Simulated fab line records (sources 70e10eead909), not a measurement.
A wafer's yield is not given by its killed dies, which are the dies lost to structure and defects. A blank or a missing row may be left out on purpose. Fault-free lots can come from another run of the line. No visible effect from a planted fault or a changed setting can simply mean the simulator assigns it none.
Which tool is to blame? | flow nand harc | 14 lots with 42 wafers sampled at 4 steps, on a route of 1159 steps

== WHAT THE GAUGES SHOWED, per wafer ==
NHARC_P_CONTACT_CD_MEAS_12: the cd target is 90 nm. Usual: cd nm at 89.8 nm, with a standard deviation of 0.63.
lot  | measured     | on        | cd nm (nm)        | flag
L966 | day 5 15:09  | cd sem-01 | 89.9 89.1 90.0    |
L968 | day 5 20:28  | cd sem-03 | 89.7 88.9 90.6    |
L967 | day 5 20:43  | cd sem-02 | 89.8 90.1 90.1    |
L969 | day 5 21:45  | cd sem-01 | 89.2 89.1 89.0    |
L970 | day 6 15:25  | cd sem-01 | 89.9 90.4 90.3    |
L971 | day 6 15:53  | cd sem-01 | 90.0 89.6 89.8    |
L972 | day 6 21:23  | cd sem-03 | 88.6 89.0 88.6    |
L973 | day 7 05:43  | cd sem-01 | 89.5 90.3 90.0    |
L974 | day 7 12:31  | cd sem-03 | 90.1 90.1 90.6    |
L981 | day 9 10:19  | cd sem-03 | 110.2 111.6 110.6 | OFF
L982 | day 9 22:20  | cd sem-02 | 107.4 106.9 107.3 | OFF
L984 | day 10 01:34 | cd sem-03 | 91.7 91.1 90.5    |
L985 | day 10 03:47 | cd sem-03 | 90.8 89.6 90.6    |
L986 | day 10 13:24 | cd sem-01 | 90.2 90.3 90.3    |

== WHAT TOOL EACH LOT RAN ON (gives the tool, then ch and the chambers of the sampled wafers, and finally the start) ==
lot  | NHARC_P_GATE_STRIP_95                | NHARC_P_CONTACT_DEP_00                     | NHARC_P_CONTACT_PEB_10
L966 | plasma asher-02 ch 0,1, day 5 11:15  | pecvd-04 ch 0,1,2, day 5 15:04 or earlier  | litho track-06 ch 0, day 5 15:04
L968 | plasma asher-01 ch 0,1, day 5 16:54  | pecvd-04 ch 0,1,2, day 5 20:23 or earlier  | litho track-06 ch 0, day 5 20:23
L967 | plasma asher-02 ch 0,1, day 5 17:16  | pecvd-01 ch 0,1,2, day 5 20:38 or earlier  | litho track-04 ch 0, day 5 20:38
L969 | plasma asher-01 ch 0, day 5 17:57    | pecvd-01 ch 1,2, day 5 21:40 or earlier    | litho track-01 ch 0, day 5 21:40
L970 | plasma asher-02 ch 0,1, day 6 12:05  | pecvd-03 ch 0,1,2, day 6 15:20 or earlier  | litho track-04 ch 0, day 6 15:20
L971 | plasma asher-01 ch 0,1, day 6 12:31  | pecvd-03 ch 0,2, day 6 15:49 or earlier    | litho track-04 ch 0, day 6 15:49
L972 | plasma asher-02 ch 0,1, day 6 17:57  | pecvd-03 ch 0,1,2, day 6 21:19 or earlier  | litho track-01 ch 0, day 6 21:19
L973 | plasma asher-01 ch 0,1, day 7 02:11  | pecvd-03 ch 0,1,2, day 7 05:37 or earlier  | litho track-04 ch 0, day 7 05:37
L974 | plasma asher-02 ch 0,1, day 7 08:55  | pecvd-03 ch 0,1, day 7 12:26 or earlier    | litho track-06 ch 0, day 7 12:26
L981 | plasma asher-02 ch 0, day 9 06:23    | pecvd-01 ch 0,1,2, day 9 10:14 or earlier  | litho track-01 ch 0, day 9 10:14
L982 | plasma asher-01 ch 0,1, day 9 18:25  | pecvd-03 ch 0,2, day 9 22:16 or earlier    | litho track-01 ch 0, day 9 22:16
L984 | plasma asher-02 ch 0,1, day 9 22:14  | pecvd-04 ch 0,1,2, day 10 01:29 or earlier | litho track-04 ch 0, day 10 01:29
L985 | plasma asher-01 ch 1, day 10 00:28   | pecvd-04 ch 0,1, day 10 03:43 or earlier   | litho track-04 ch 0, day 10 03:43
L986 | plasma asher-02 ch 0,1, day 10 09:56 | pecvd-01 ch 0,2, day 10 13:19 or earlier   | litho track-06 ch 0, day 10 13:19
- NHARC_P_GATE_STRIP_95: strips in O2.
- NHARC_P_CONTACT_DEP_00: deposits SiO2, target thk 500 nm.
- NHARC_P_CONTACT_PEB_10: peb time 65 s.

== AS READ BY THE TOOLS THEMSELVES (means over the sampled wafers that have a number; for cases with no such wafer, the mark the record gives instead) ==
NHARC_P_GATE_STRIP_95. Usual: drypump motor current A 5.81 A, standard deviation 0.27; heater power w 331 W, standard deviation 47.
lot  | tool            | drypump motor current A (A) | heater power w (W) | flag
L966 | plasma asher-02 | 5.84                        | 349                |
L968 | plasma asher-01 | 5.96                        | 300                |
L967 | plasma asher-02 | 5.70                        | 347                |
L969 | plasma asher-01 | 5.52                        | 385                |
L970 | plasma asher-02 | 5.73                        | 342                |
L971 | plasma asher-01 | 5.73                        | 335                |
L972 | plasma asher-02 | 5.73                        | 351                |
L973 | plasma asher-01 | 5.95                        | 301                |
L974 | plasma asher-02 | 5.68                        | 344                |
L981 | plasma asher-02 | 5.96                        | 342                |
L982 | plasma asher-01 | 5.94                        | 292                |
L984 | plasma asher-02 | 5.84                        | 342                |
L985 | plasma asher-01 | 6.18                        | 257                |
L986 | plasma asher-02 | 5.71                        | 341                |

NHARC_P_CONTACT_DEP_00. Usual: chamber pressure Torr 6.499 Torr, standard deviation 0.014; heater power w 571 W, standard deviation 90; throttle valve pct 16.0 %, standard deviation 0.31.
lot  | tool     | chamber pressure Torr (Torr) | heater power w (W) | throttle valve pct (%) | flag
L966 | pecvd-04 | 6.500                        | 593                | 16.1                   |
L968 | pecvd-04 | 6.497                        | 536                | 16.0                   |
L967 | pecvd-01 | 6.499                        | 582                | 16.3                   |
L969 | pecvd-01 | 6.500                        | 595                | 16.4                   |
L970 | pecvd-03 | 6.505                        | 601                | 16.0                   |
L971 | pecvd-03 | 6.495                        | 524                | 16.0                   |
L972 | pecvd-03 | 6.508                        | 596                | 15.9                   |
L973 | pecvd-03 | 6.488                        | 610                | 16.1                   |
L974 | pecvd-03 | 6.516                        | 539                | 16.1                   |
L981 | pecvd-01 | 6.507                        | 632                | 16.3                   |
L982 | pecvd-03 | 6.499                        | 520                | 16.0                   |
L984 | pecvd-04 | 6.505                        | 581                | 15.7                   |
L985 | pecvd-04 | 6.509                        | 452                | 15.6                   |
L986 | pecvd-01 | 6.502                        | 649                | 16.1                   |

NHARC_P_CONTACT_PEB_10. Usual: heater power total W at 156.6 W, with a standard deviation of 0.43.
lot  | tool           | heater power total W (W) | flag
L966 | litho track-06 | 156.9                    |
L968 | litho track-06 | 156.9                    |
L967 | litho track-04 | 156.7                    |
L969 | litho track-01 | 156.6                    |
L970 | litho track-04 | 156.5                    |
L971 | litho track-04 | 156.3                    |
L972 | litho track-01 | 156.7                    |
L973 | litho track-04 | 156.6                    |
L974 | litho track-06 | 156.8                    |
L981 | litho track-01 | 156.9                    |
L982 | litho track-01 | 156.9                    |
L984 | litho track-04 | 156.2                    |
L985 | litho track-04 | 156.3                    |
L986 | litho track-06 | 156.6                    |

== THE ANSWER, worked out from the rows above alone ==
Rule: take the mean of a lot's wafers that have a number; if it is more than 3 standard deviations from the usual mean, the lot is off. A lot without any number at a reading at which 4 lots or more have one is off too. The other lots that the step has rows for count as sound. The gauges are gone through in route order, then the tools' own readings, and for those a lot's mean is taken as printed above. At the first step where some lot is off, the reading lying furthest off is the one used; lots without a number count as furthest.
Off at NHARC_P_CONTACT_CD_MEAS_12 (cd nm): L981, L982.
If a tool, at a process step before that reading, ran all the lots that are off and no sound lot after the first of them, it fits. Those tools and the gauges at NHARC_P_CONTACT_CD_MEAS_12 are tried in the same way. Because NHARC_P_CONTACT_DEP_00 lacks a start for some lots, the hours and order of its lots are taken from NHARC_P_CONTACT_PEB_10. One candidate fits, namely litho track-01 at NHARC_P_CONTACT_PEB_10. Its last sound lot is L972 (day 6 21:19), its first lot that is off L981 (day 9 10:14): a fault that began between those two fits.

== WHAT THE SIMULATOR HAD PUT IN ==
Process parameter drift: litho track-01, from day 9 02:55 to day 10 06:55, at NHARC_P_CONTACT_PEB_10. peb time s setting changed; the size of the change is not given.
Lots struck among those shown: L981, L982. The rule given above showed the same thing.
